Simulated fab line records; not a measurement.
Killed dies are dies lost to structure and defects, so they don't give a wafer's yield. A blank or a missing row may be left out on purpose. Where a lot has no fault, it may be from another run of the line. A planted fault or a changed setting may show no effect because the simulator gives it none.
fab line records | flow n5-finfet
record lots=10 | wafers=30 | last-day=17
route steps=1938 shown SD_EPI_P@314 BEOL_M4@1090 PASSIVATION@1936
lots that met no fault: from a run of the same line without faults
start-h: hours from the record's first day to the start of the lot's first wafer shown | wait-h: how many hours have passed since the lot's step before this one | " as in the row above | L1.1+2: a single row standing in for several wafers | - value missing, or start not given | * or withheld: withheld | < > ~ a bound
route shown NAME@n: a module of which the file shows steps, and the number in the route of the first | usual: the fault-free wafers' mean and standard deviation | same: alike in all rows | chamber/n: place in a boat | sites: each site's reading | _std_site: the values' standard deviation | _edge_site: outer sites' mean less inner sites' | radius-mm: for every site, how far away it sits from the centre of the wafer | mask NAME#n: copy n | behind: tool/chamber where the wafer was last shaped | hold: the reason the lot was held/the length of the hold in hours/how it ended | device: names the non-switching transistor (n, p or np) | end of line: the tests these same wafers got at the end of their route | a step with no rows: only its recipe | killed: dies lost to structure and defects at the first sort, not the wafer's yield | map: a wafer's dies, marking killed ones x, the rest . and places with no die _
set.NAME: the setting as run; set.NAME@STEP: as run at that earlier step | model.NAME: the simulator's own value behind a step, which no gauge read
the route's steps for a sample of lots (tables are steps, rows are wafers)
services: the hour from which a tool's chamber was out of use, counted from the record's first day as start-h (under 0 if before that day), plus the number of hours and why
## steps
# step N5_SD_EPI_P_SD_RECESS_17
# recipe chemistry=HBr/Cl2/O2 | target-depth-a=391 | bt-time-s=3 | pressure-mtorr=10 | icp-w=800 | bias-w=112 | HBr_flow_sccm=150 | Cl2_flow_sccm=80 | O2_flow_sccm=12
# usual drypump-motor-current-A=5.81/0.25 | oes-product-au=0.997/0.015 | rf-fwd-power-W=795.3/2.7 | throttle-valve-pct=37.2/0.34
lot.wafer | tool      | chamber | start-h | wait-h | drypump-motor-current-A | oes-product-au | rf-fwd-power-W | rf-hours-counter-h | throttle-valve-pct
L168.1    | rie-si-01 | 2       | 56.24   | 0.0    | 5.32                    | 1.002          | 797.0          | 176                | 36.9
L168.3    | "         | 1       | "       | "      | 5.99                    | 1.001          | 798.2          | 18                 | 37.1
L168.6    | "         | 1       | "       | "      | 5.99                    | 0.996          | 794.0          | -                  | 37.1
L171.2    | rie-si-06 | 2       | 74.85   | 0.0    | 6.05                    | 1.002          | 797.5          | 7                  | 37.0
L171.3    | "         | 1       | "       | "      | 5.87                    | 0.987          | 797.1          | 161                | 37.4
L171.5    | "         | 1       | "       | "      | 5.81                    | 0.992          | 793.1          | -                  | 37.5
L172.1    | rie-si-01 | 3       | 80.73   | 0.0    | 5.92                    | 0.989          | 798.9          | 112                | 37.2
L172.2    | "         | 0       | "       | "      | 5.74                    | 1.009          | 797.6          | 176                | 37.8
L172.5    | "         | 0       | "       | "      | 5.75                    | 1.000          | 799.7          | -                  | 37.8
L173.2    | rie-si-01 | 0       | 87.21   | 0.0    | 5.76                    | 0.999          | 797.9          | 176                | 37.8
L173.4    | "         | 3       | "       | "      | 5.93                    | 0.992          | 800.1          | 112                | 37.2
L173.6    | "         | 0       | "       | "      | 5.79                    | 1.004          | 798.4          | -                  | 37.8
L175.3    | rie-si-01 | 2       | 98.52   | 0.0    | 5.29                    | 0.991          | 793.9          | 176                | 36.9
L175.5    | "         | 3       | "       | "      | 5.93                    | 0.991          | 795.5          | -                  | 37.2
L175.6    | "         | 0       | "       | "      | 5.76                    | 1.011          | 796.9          | -                  | 37.8
L176.1    | rie-si-01 | 0       | 102.55  | 0.0    | 5.76                    | 1.011          | 793.1          | 177                | 37.8
L176.2    | "         | 3       | "       | "      | 5.94                    | 1.000          | 793.7          | 112                | 37.2
L176.5    | "         | 1       | "       | "      | 5.99                    | 1.006          | 797.7          | -                  | 37.1
L185.1    | rie-si-02 | 0       | 156.70  | 0.0    | 5.25                    | 0.988          | 795.1          | 69                 | 37.2
L185.2    | "         | 2       | "       | "      | 5.86                    | 0.985          | 799.3          | 43                 | 37.4
L185.6    | "         | 0       | "       | "      | 5.24                    | 0.996          | 793.5          | -                  | 37.2
L186.1    | rie-si-06 | 0       | 165.20  | 0.0    | 5.93                    | 1.032          | 793.7          | 9                  | 37.9
L186.2    | "         | 1       | "       | "      | 5.83                    | 0.989          | 799.2          | 163                | 37.5
L186.4    | "         | 2       | "       | "      | 6.07                    | 0.997          | 795.1          | 8                  | 37.0
L188.3    | rie-si-01 | 0       | 177.57  | 0.0    | 5.77                    | 1.006          | 797.4          | 178                | 37.8
L188.4    | "         | 1       | "       | "      | 5.99                    | 0.997          | 798.2          | 20                 | 37.1
L188.5    | "         | 3       | "       | "      | 5.94                    | 0.996          | 797.3          | -                  | 37.2
L190.1    | rie-si-02 | 3       | 188.37  | 0.0    | 5.84                    | 0.968          | 797.1          | 25                 | 36.7
L190.2    | "         | 2       | "       | "      | 5.84                    | 0.982          | 794.1          | 44                 | 37.4
L190.5    | "         | 2       | "       | "      | 5.85                    | 0.978          | 793.9          | -                  | 37.4
# step N5_BEOL_M4_SPUTTER_86
# recipe material=Cu | target-thk-a=45 | temp-c=-20 | chamber-pressure-pa=0.07 | power-w=withheld | time-s=8.29
# usual throttle-valve-pct=30.3/1.1
lot.wafer | tool           | chamber | start-h | wait-h | throttle-valve-pct
L168.1    | pvd-sputter-01 | -       | 156.97  | 0.1    | 31.4
L168.3    | "              | -       | "       | "      | 31.1
L168.6    | "              | -       | "       | "      | 31.1
L171.2    | pvd-sputter-03 | -       | 190.26  | 0.1    | 30.2
L171.3    | "              | -       | "       | "      | 28.3
L171.5    | "              | -       | "       | "      | 30.4
L173.2    | pvd-sputter-02 | -       | 193.76  | 0.1    | 30.1
L173.4    | "              | -       | "       | "      | 31.6
L173.6    | "              | -       | "       | "      | 30.2
L172.1    | pvd-sputter-01 | -       | 196.86  | 0.1    | 29.6
L172.2    | "              | -       | "       | "      | 31.0
L172.5    | "              | -       | "       | "      | 31.5
L175.3    | pvd-sputter-01 | -       | 199.63  | 0.1    | 29.4
L175.5    | "              | -       | "       | "      | 31.5
L175.6    | "              | -       | "       | "      | 30.9
L176.1    | pvd-sputter-02 | -       | 201.84  | 0.1    | 29.0
L176.2    | "              | -       | "       | "      | 30.6
L176.5    | "              | -       | "       | "      | 31.7
L185.1    | pvd-sputter-02 | -       | 261.88  | 0.1    | 30.0
L185.2    | "              | -       | "       | "      | 31.7
L185.6    | "              | -       | "       | "      | 29.9
L186.1    | pvd-sputter-02 | -       | 265.09  | 0.1    | 30.2
L186.2    | "              | -       | "       | "      | 29.3
L186.4    | "              | -       | "       | "      | 31.5
L188.3    | pvd-sputter-03 | -       | 280.67  | 0.1    | 28.7
L188.4    | "              | -       | "       | "      | 29.2
L188.5    | "              | -       | "       | "      | 29.3
L190.1    | pvd-sputter-01 | -       | 304.67  | 0.1    | 29.7
L190.2    | "              | -       | "       | "      | 30.7
L190.5    | "              | -       | "       | "      | 31.3
# step N5_BEOL_M4_SPUTTER_88
# recipe material=Cu | target-thk-a=45 | temp-c=-20 | chamber-pressure-pa=0.07 | power-w=withheld | time-s=8.29
# usual throttle-valve-pct=30.3/1.1
lot.wafer | tool           | chamber | start-h | wait-h | throttle-valve-pct
L168.1    | pvd-sputter-01 | -       | 157.19  | 0.1    | 31.7
L168.3    | "              | -       | "       | "      | 31.1
L168.6    | "              | -       | "       | "      | 31.2
L171.2    | pvd-sputter-03 | -       | 190.48  | 0.1    | 30.5
L171.3    | "              | -       | "       | "      | 28.6
L171.5    | "              | -       | "       | "      | 30.2
L173.2    | pvd-sputter-02 | -       | 193.98  | 0.1    | 30.2
L173.4    | "              | -       | "       | "      | 31.6
L173.6    | "              | -       | "       | "      | 30.3
L172.1    | pvd-sputter-01 | -       | 197.08  | 0.1    | 29.8
L172.2    | "              | -       | "       | "      | 31.1
L172.5    | "              | -       | "       | "      | 31.8
L175.3    | pvd-sputter-01 | -       | 199.85  | 0.1    | 29.5
L175.5    | "              | -       | "       | "      | 31.3
L175.6    | "              | -       | "       | "      | 31.2
L176.1    | pvd-sputter-02 | -       | 202.06  | 0.1    | 28.7
L176.2    | "              | -       | "       | "      | 30.3
L176.5    | "              | -       | "       | "      | 31.5
L185.1    | pvd-sputter-02 | -       | 262.10  | 0.1    | 30.3
L185.2    | "              | -       | "       | "      | 31.5
L185.6    | "              | -       | "       | "      | 29.8
L186.1    | pvd-sputter-02 | -       | 265.31  | 0.1    | 30.2
L186.2    | "              | -       | "       | "      | 29.0
L186.4    | "              | -       | "       | "      | 31.3
L188.3    | pvd-sputter-03 | -       | 280.89  | 0.1    | 28.1
L188.4    | "              | -       | "       | "      | 29.3
L188.5    | "              | -       | "       | "      | 29.1
L190.1    | pvd-sputter-01 | -       | 304.89  | 0.1    | 29.8
L190.2    | "              | -       | "       | "      | 30.8
L190.5    | "              | -       | "       | "      | 31.3
# step N5_BEOL_M4_SPUTTER_92
# recipe material=Cu | target-thk-a=45 | temp-c=-20 | chamber-pressure-pa=0.07 | power-w=withheld | time-s=8.29
# usual throttle-valve-pct=30.3/1.1
lot.wafer | tool           | chamber | start-h | wait-h | throttle-valve-pct
L168.1    | pvd-sputter-01 | -       | 157.63  | 0.1    | 31.6
L168.3    | "              | -       | "       | "      | 31.0
L168.6    | "              | -       | "       | "      | 31.0
L171.2    | pvd-sputter-03 | -       | 190.92  | 0.1    | 30.0
L171.3    | "              | -       | "       | "      | 28.1
L171.5    | "              | -       | "       | "      | 30.1
L173.2    | pvd-sputter-02 | -       | 194.42  | 0.1    | 30.4
L173.4    | "              | -       | "       | "      | 31.5
L173.6    | "              | -       | "       | "      | 30.6
L172.1    | pvd-sputter-01 | -       | 197.52  | 0.1    | 29.4
L172.2    | "              | -       | "       | "      | 30.9
L172.5    | "              | -       | "       | "      | 31.8
L175.3    | pvd-sputter-01 | -       | 200.29  | 0.1    | 29.5
L175.5    | "              | -       | "       | "      | 31.5
L175.6    | "              | -       | "       | "      | 31.2
L176.1    | pvd-sputter-02 | -       | 202.50  | 0.1    | 28.9
L176.2    | "              | -       | "       | "      | 30.3
L176.5    | "              | -       | "       | "      | 31.6
L185.1    | pvd-sputter-02 | -       | 262.54  | 0.1    | 30.0
L185.2    | "              | -       | "       | "      | 31.3
L185.6    | "              | -       | "       | "      | 29.6
L186.1    | pvd-sputter-02 | -       | 265.75  | 0.1    | 30.1
L186.2    | "              | -       | "       | "      | 29.2
L186.4    | "              | -       | "       | "      | 31.4
L188.3    | pvd-sputter-03 | -       | 281.33  | 0.1    | 28.3
L188.4    | "              | -       | "       | "      | 29.2
L188.5    | "              | -       | "       | "      | 28.8
L190.1    | pvd-sputter-01 | -       | 305.33  | 0.1    | 29.6
L190.2    | "              | -       | "       | "      | 31.0
L190.5    | "              | -       | "       | "      | 31.4
# step N5_BEOL_M4_RC_MEAS_101
# usual CJ_P=5.81/0.16 | DIBL_N=35.8/1.8 | DIBL_P=35.6/2 | IOFF_N=0.148/0.028 | IOFF_P=0.20/0.034 | ION_N=672/12 | ION_P=462/8.5 | REXT_P=100.4/2.1 | SS_N=71.2/0.65 | SS_P=73.1/0.67 | VT_N=251/3.3 | VT_P=-251/3.8
lot.wafer | tool      | chamber | start-h | wait-h | CJ_P | DIBL_N[mV/V] | DIBL_P[mV/V] | IOFF_N[nA/um] | IOFF_P[nA/um] | ION_N[uA/um] | ION_P[uA/um] | REXT_P[ohm.um] | SS_N[mV/dec] | SS_P[mV/dec] | VT_N[mV] | VT_P[mV]
L168.1    | prober-02 | 0       | 159.17  | 0.0    | 5.89 | 34.6         | 35.2         | 0.150         | 0.16          | 674          | 449          | 99.5           | 71.1         | 72.6         | 252      | -258
L168.3    | "         | 0       | "       | "      | 5.66 | 32.9         | 34.3         | 0.119         | 0.15          | 660          | 454          | 97.4           | 70.7         | 72.5         | 253      | -257
L168.6    | "         | 0       | "       | "      | 5.65 | 34.0         | 36.4         | 0.145         | 0.17          | 677          | 459          | 97.4           | 71.5         | 73.4         | 251      | -255
L171.2    | prober-01 | 0       | 192.61  | 0.2    | 5.86 | 36.3         | 34.1         | 0.138         | 0.20          | 662          | 464          | 102.3          | 71.5         | 73.2         | 253      | -248
L171.3    | "         | 0       | "       | "      | 5.53 | 36.9         | 34.5         | 0.141         | 0.21          | 675          | 469          | 103.1          | 70.9         | 73.8         | 253      | -248
L171.5    | "         | 0       | "       | "      | 5.78 | 38.3         | 36.7         | 0.175         | 0.24          | 677          | 468          | 102.5          | 71.1         | 73.7         | 247      | -248
L173.2    | prober-01 | 0       | 196.57  | 0.2    | 5.83 | 37.6         | 36.9         | 0.169         | 0.20          | 693          | 465          | 103.8          | 71.9         | 73.8         | 245      | -252
L173.4    | "         | 0       | "       | "      | 5.92 | 37.9         | 37.5         | 0.162         | 0.22          | 684          | 461          | 104.8          | 71.7         | 74.0         | 247      | -249
L173.6    | "         | 0       | "       | "      | 6.07 | 36.8         | 35.5         | 0.147         | 0.18          | 675          | 462          | 103.4          | 71.4         | 72.9         | 251      | -254
L172.1    | prober-01 | 0       | 199.23  | 0.0    | 5.89 | 36.3         | 37.7         | 0.161         | 0.19          | 686          | 464          | 99.1           | 71.5         | 72.9         | 250      | -256
L172.2    | "         | 0       | "       | "      | 5.81 | 35.4         | 38.2         | 0.152         | 0.20          | 674          | 463          | 100.9          | 71.5         | 72.6         | 252      | -254
L172.5    | "         | 0       | "       | "      | 5.82 | 36.7         | 37.9         | 0.165         | 0.19          | 671          | 461          | 99.9           | 71.0         | 73.1         | 250      | -256
L175.3    | prober-01 | 0       | 202.41  | 0.3    | 3.90 | 38.1         | 35.2         | 0.191         | 0.20          | 692          | 436          | 108.3          | 71.9         | 72.6         | 247      | -250
L175.5    | "         | 0       | "       | "      | 5.65 | 37.8         | 36.6         | 0.178         | 0.26          | 686          | 475          | 101.1          | 71.9         | 73.2         | 247      | -242
L175.6    | "         | 0       | "       | "      | 6.06 | 37.9         | 36.3         | 0.174         | 0.23          | 685          | 468          | 100.7          | 71.4         | 73.2         | 248      | -246
L176.1    | prober-01 | 0       | 204.22  | 0.0    | 3.84 | 33.9         | 29.8         | 0.107         | 0.13          | 652          | 420          | 108.3          | 70.5         | 72.2         | 255      | -257
L176.2    | "         | 0       | "       | "      | 4.11 | 36.2         | 33.9         | 0.157         | 0.17          | 682          | 430          | 109.1          | 71.4         | 72.9         | 250      | -253
L176.5    | "         | 0       | "       | "      | 5.71 | 36.4         | 35.4         | 0.153         | 0.22          | 667          | 462          | 100.9          | 71.6         | 73.1         | 250      | -247
L185.1    | prober-02 | 0       | 264.20  | 0.0    | 5.81 | 38.4         | 39.2         | 0.153         | 0.18          | 669          | 448          | 97.9           | 71.5         | 74.0         | 255      | -254
L185.2    | "         | 0       | "       | "      | 6.01 | 32.6         | 32.9         | 0.076         | 0.12          | 626          | 430          | 97.1           | 70.0         | 71.7         | 266      | -260
L185.6    | "         | 0       | "       | "      | 5.82 | 36.1         | 37.3         | 0.117         | 0.16          | 662          | 449          | 96.8           | 70.3         | 73.5         | 259      | -257
L186.1    | prober-01 | 0       | 267.31  | 0.0    | 5.85 | 38.5         | 39.8         | 0.191         | 0.25          | 679          | 463          | 99.7           | 72.1         | 73.7         | 248      | -248
L186.2    | "         | 0       | "       | "      | 5.89 | 35.8         | 34.5         | 0.137         | 0.17          | 663          | 454          | 101.1          | 71.6         | 73.0         | 252      | -252
L186.4    | "         | 0       | "       | "      | 5.97 | 35.6         | 36.1         | 0.146         | 0.18          | 683          | 466          | 102.3          | 71.5         | 73.1         | 251      | -255
L188.3    | prober-02 | 0       | 283.24  | 0.3    | 6.00 | 36.4         | 33.2         | 0.145         | 0.16          | 671          | 454          | 101.7          | 71.8         | 73.0         | 253      | -257
L188.4    | "         | 0       | "       | "      | 6.04 | 39.3         | 36.0         | 0.208         | 0.19          | 659          | 443          | 103.4          | 72.7         | 73.9         | 249      | -253
L188.5    | "         | 0       | "       | "      | 6.05 | 37.4         | 35.8         | 0.170         | 0.20          | 685          | 459          | 103.1          | 71.3         | 73.8         | 249      | -250
L190.1    | prober-02 | 0       | 306.87  | 0.0    | 5.90 | 35.8         | 35.0         | 0.147         | 0.19          | 677          | 463          | 97.8           | 71.3         | 72.4         | 250      | -248
L190.2    | "         | 0       | "       | "      | 5.82 | 38.4         | 37.4         | 0.197         | 0.24          | 691          | 478          | 97.4           | 71.6         | 72.5         | 246      | -247
L190.5    | "         | 0       | "       | "      | 6.04 | 35.3         | 33.1         | 0.138         | 0.18          | 682          | 464          | 95.1           | 71.0         | 71.9         | 254      | -250
# step N5_PASSIVATION_PROBE_49
# usual defect-limited-yield=91.3/1.5 | killed_at_M0_to_M3=34/11 | killed_at_M4_up=14/6.1 | killed-at-contacts=12/5.9 | killed-at-front-end=39/11 | killed-at-other=4/3.3 | killed-dies=102/18 | killed-open=67/13 | killed-short=33/7.9 | sort_bin_5_function=5.1/1 | sort_bin_6_memory=3.3/0.7 | sort_bin_8_speed=0.1/0.69 | sort-n-pass=1077/19 | sort-yield-pct=91.3/1.6
# same gross-dies=1180 | killed-at-back-side=0 | sort_bin_4_leakage[%]=0
lot.wafer | tool      | chamber | start-h | wait-h | defect-limited-yield[%] | killed_at_M0_to_M3 | killed_at_M4_up | killed-at-contacts | killed-at-front-end | killed-at-other | killed-dies | killed-open | killed-short | sort_bin_5_function[%] | sort_bin_6_memory[%] | sort_bin_8_speed[%] | sort-n-pass | sort-yield-pct[%]
L168.1    | prober-01 | -       | 253.54  | 0.0    | 90.3                    | 36                 | 9               | 16                 | 52                  | 1               | 114         | 76          | 34           | 5.0                    | 4.1                  | 0                   | 1066        | 90.3
L168.3    | prober-01 | -       | 253.64  | 0.1    | 87.4                    | 49                 | 15              | 17                 | 64                  | 4               | 149         | 95          | 50           | 7.6                    | 4.8                  | 0                   | 1031        | 87.4
L168.6    | prober-01 | -       | 253.79  | 0.3    | 90.6                    | 58                 | 13              | 7                  | 31                  | 2               | 111         | 69          | 42           | 6.3                    | 2.9                  | 0                   | 1069        | 90.6
L175.3    | prober-01 | -       | 298.52  | 0.1    | 93.3                    | 10                 | 15              | 9                  | 37                  | 8               | 79          | 58          | 19           | 3.6                    | 2.9                  | 11.8                | 962         | 81.5
L175.5    | prober-01 | -       | 298.62  | 0.2    | 93.1                    | 17                 | 13              | 4                  | 41                  | 6               | 81          | 54          | 25           | 3.8                    | 3.0                  | 0                   | 1099        | 93.1
L175.6    | prober-01 | -       | 298.67  | 0.3    | 89.9                    | 23                 | 26              | 12                 | 56                  | 2               | 119         | 74          | 43           | 5.8                    | 4.0                  | 0                   | 1061        | 89.9
L176.1    | prober-01 | -       | 306.55  | 0.0    | 91.0                    | 38                 | 11              | 12                 | 41                  | 4               | 106         | 70          | 36           | 5.0                    | 3.8                  | 84.7                | 75          | 6.4
L176.2    | prober-01 | -       | 306.60  | 0.1    | 91.7                    | 21                 | 19              | 12                 | 40                  | 6               | 98          | 71          | 27           | 5.2                    | 3.0                  | 39.3                | 618         | 52.4
L176.5    | prober-01 | -       | 306.75  | 0.2    | 89.4                    | 29                 | 24              | 10                 | 60                  | 2               | 125         | 96          | 29           | 6.4                    | 4.1                  | 0                   | 1055        | 89.4
# killed by level:class
L168.1 STI_FIN_REVEAL:geometric-particle:open=18 MOL_CONTACT_COAG:geometric-particle:open=12 FIN_SAQP:geometric-particle:short=9 BEOL_M2:geometric-particle:open=9 BEOL_M3:geometric-particle:open=8 BEOL_M1:geometric-particle:open=6 GATE_CUT:geometric-particle:open=4 GATE_CUT:geometric-particle:short=4
L168.3 STI_FIN_REVEAL:geometric-particle:open=27 FIN_SAQP:geometric-particle:short=13 BEOL_M0_SAQP:geometric-particle:open=12 MOL_CONTACT_COAG:geometric-particle:open=10 BEOL_M1:geometric-particle:open=10 BEOL_M0_SAQP:geometric-particle:short=8 FIN_SAQP:geometric-particle:open=7 MOL_CONTACT_COAG:geometric-particle:short=7
L168.6 BEOL_M0_SAQP:geometric-particle:open=19 BEOL_M0_SAQP:geometric-particle:short=14 STI_FIN_REVEAL:geometric-particle:open=11 BEOL_M4:geometric-particle:open=10 BEOL_M1:geometric-particle:open=10 MOL_CONTACT_COAG:geometric-particle:open=5 BEOL_M1:geometric-particle:short=5 FIN_SAQP:geometric-particle:short=4
L175.3 FIN_SAQP:geometric-particle:open=10 STI_FIN_REVEAL:geometric-particle:open=9 MOL_CONTACT_COAG:geometric-particle:open=8 PASS1_CAP:geometric-particle:open=4 STARTING-WAFER:geometric-particle:open=4 STARTING-WAFER:geometric-particle:short=4 FIN_SAQP:geometric-particle:short=3 BEOL_M1:geometric-particle:open=3
L175.5 FIN_SAQP:geometric-particle:open=14 STI_FIN_REVEAL:geometric-particle:open=11 FIN_SAQP:geometric-particle:short=5 MOL_CONTACT_COAG:geometric-particle:open=4 BEOL_M1:geometric-particle:open=4 BEOL_M3:geometric-particle:open=3 BEOL_M2:geometric-particle:short=3 BEOL_M5:geometric-particle:open=3
L175.6 STI_FIN_REVEAL:geometric-particle:open=14 FIN_SAQP:geometric-particle:open=13 FIN_SAQP:geometric-particle:short=9 BEOL_M4:geometric-particle:short=8 BEOL_M5:geometric-particle:open=8 MOL_CONTACT_COAG:geometric-particle:open=7 BEOL_M1:geometric-particle:open=6 MOL_CONTACT_COAG:geometric-particle:short=5
L176.1 MOL_CONTACT_COAG:geometric-particle:open=11 STI_FIN_REVEAL:geometric-particle:open=8 BEOL_M4:geometric-particle:open=8 FIN_SAQP:geometric-particle:short=7 BEOL_M0_SAQP:geometric-particle:short=7 BEOL_M2:geometric-particle:open=7 GATE_CUT:geometric-particle:short=6 BEOL_M3:geometric-particle:open=6
L176.2 MOL_CONTACT_COAG:geometric-particle:open=10 FIN_SAQP:geometric-particle:open=9 BEOL_M5:geometric-particle:open=9 BEOL_M3:geometric-particle:open=7 STARTING-WAFER:geometric-particle:open=6 STI_FIN_REVEAL:geometric-particle:open=5 FIN_SAQP:geometric-particle:short=3 DUMMY_GATE:geometric-particle:open=3
L176.5 FIN_SAQP:geometric-particle:open=25 BEOL_M4:geometric-particle:open=16 STI_FIN_REVEAL:geometric-particle:open=15 BEOL_M3:geometric-particle:open=13 BEOL_M0_SAQP:geometric-particle:short=8 FIN_SAQP:geometric-particle:short=7 MOL_CONTACT_COAG:geometric-particle:open=6 MOL_CONTACT_COAG:geometric-particle:short=4
## services
tool           | chamber | start-h | hours | kind
rie-si-06      | 3       | 41.44   | 53.8  | repair
pvd-sputter-03 | -       | 55.67   | 2.4   | repair
rie-si-01      | 1       | 59.49   | 1.5   | repair
rie-si-02      | 2       | 194.42  | 2.8   | repair
rie-si-02      | 1       | 215.89  | -     | clean
rie-si-02      | 1       | 215.89  | -     | consumable-replace:esc
rie-si-02      | 1       | 215.89  | 23.1  | scheduled-down
rie-si-02      | 1       | 215.89  | 23.1  | vent-cycle
rie-si-01      | 1       | 250.06  | 9.1   | repair
rie-si-01      | 2       | 289.05  | -     | clean
rie-si-01      | 2       | 289.05  | 15.2  | scheduled-down
rie-si-01      | 2       | 289.05  | 15.2  | vent-cycle
pvd-sputter-01 | -       | 290.79  | 0.8   | repair
pvd-sputter-01 | -       | 294.87  | 7.9   | repair
rie-si-01      | 0       | 297.12  | 2.2   | repair
rie-si-01      | 0       | 304.23  | -     | clean
rie-si-01      | 0       | 304.23  | 14.1  | scheduled-down
rie-si-01      | 0       | 304.23  | 14.1  | vent-cycle
## key
first-sign step=N5_BEOL_M4_RC_MEAS_101 | reading=CJ_P | direction=down | sigmas=12 | usual=5.81 | struck=3.95
effect step=N5_BEOL_M4_RC_MEAS_101 | reading=REXT_P | direction=up | sigmas=3.9 | usual=100.4 | struck=108.6
effect step=N5_BEOL_M4_RC_MEAS_101 | reading=ION_P | direction=down | sigmas=3.9 | usual=462 | struck=429
effect step=N5_PASSIVATION_PROBE_49 | reading=sort_bin_8_speed | direction=up | sigmas=66 | usual=0.1 | struck=45.3
met-at N5_SD_EPI_P_SD_RECESS_17
struck-lots L175,L176
struck-wafers L175.3,L176.1,L176.2
not-acting-at N5_BEOL_M4_SPUTTER_86,N5_BEOL_M4_SPUTTER_88,N5_BEOL_M4_SPUTTER_92
onset-between 87.21 98.52
fault kind=process-parameter-drift | tool=rie-si-01 | chamber=- | onset-h=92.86 | steps=N5_SD_EPI_P_SD_RECESS_17 | channel=target-depth-a | offset=-81.043 | shape=step | end-h=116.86 | scope=struck-wafers-only | acts-in=these-recipes-only | stated=391
